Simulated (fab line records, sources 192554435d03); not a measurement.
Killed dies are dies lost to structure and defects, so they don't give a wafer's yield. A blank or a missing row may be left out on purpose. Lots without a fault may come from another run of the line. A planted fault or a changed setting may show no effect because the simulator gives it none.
Chamber matching | flow n5_finfet | N5_BEOL_M3_ALD_98 on ald_sin-04: 4 sister chambers
The step deposits SiO2, target thk 2.5 nm, pulse time 1 s, co reactant pulse time 1 s. 8 wafers are shown with their chamber, then 8 later ones without.

WAFERS WITH THEIR CHAMBER
wafer  | chamber | heater_power_w (W) | precursor_pulse_height_rel
L080.3 | 3       | 91                 | 0.993
L079.4 | 1       | 83                 | 1.025
L081.5 | 2       | 87                 | 1.019
L081.6 | 1       | 82                 | 0.988
L085.1 | 2       | 86                 | 0.964
L085.3 | 0       | 72                 | 0.998
L085.6 | 0       | 72                 | 1.019
L088.1 | 3       | 94                 | 0.979

WAFERS WITHOUT THEIR CHAMBER
wafer  | heater_power_w (W) | precursor_pulse_height_rel
L088.3 | 72                 | 1.012
L088.6 | 91                 | 1.019
L089.1 | 92                 | 0.998
L089.3 | 72                 | 0.992
L089.5 | 93                 | 1.008
L097.4 | 82                 | 1.003
L097.5 | 93                 | 1.028
L097.6 | 88                 | 1.040

WHICH CHAMBER EACH WENT THROUGH
wafer  | from the rows above | in truth
L088.3 | 0                   | 0
L088.6 | 3                   | 3
L089.1 | 3                   | 3
L089.3 | 0                   | 0
L089.5 | 3                   | 3
L097.4 | 1                   | 1
L097.5 | 3                   | 3
L097.6 | 2                   | 2
Placed correctly: 8 of 8. Can't be placed from these rows: 0. Placed wrongly: 0.
How it was worked out, from the rows above alone: a wafer's distance from a chamber is the root of the sum, over the readings, of the square of ((its reading less the chamber's mean) divided by the reading's scatter). The wafer belongs to the nearest chamber; if the next one is less than 2 further off, it can't be placed. A chamber's mean is the mean of its shown wafers. The scatter: the root of (the sum of the squares of (reading less its chamber's mean) over the shown wafers, divided by (wafers less chambers)).
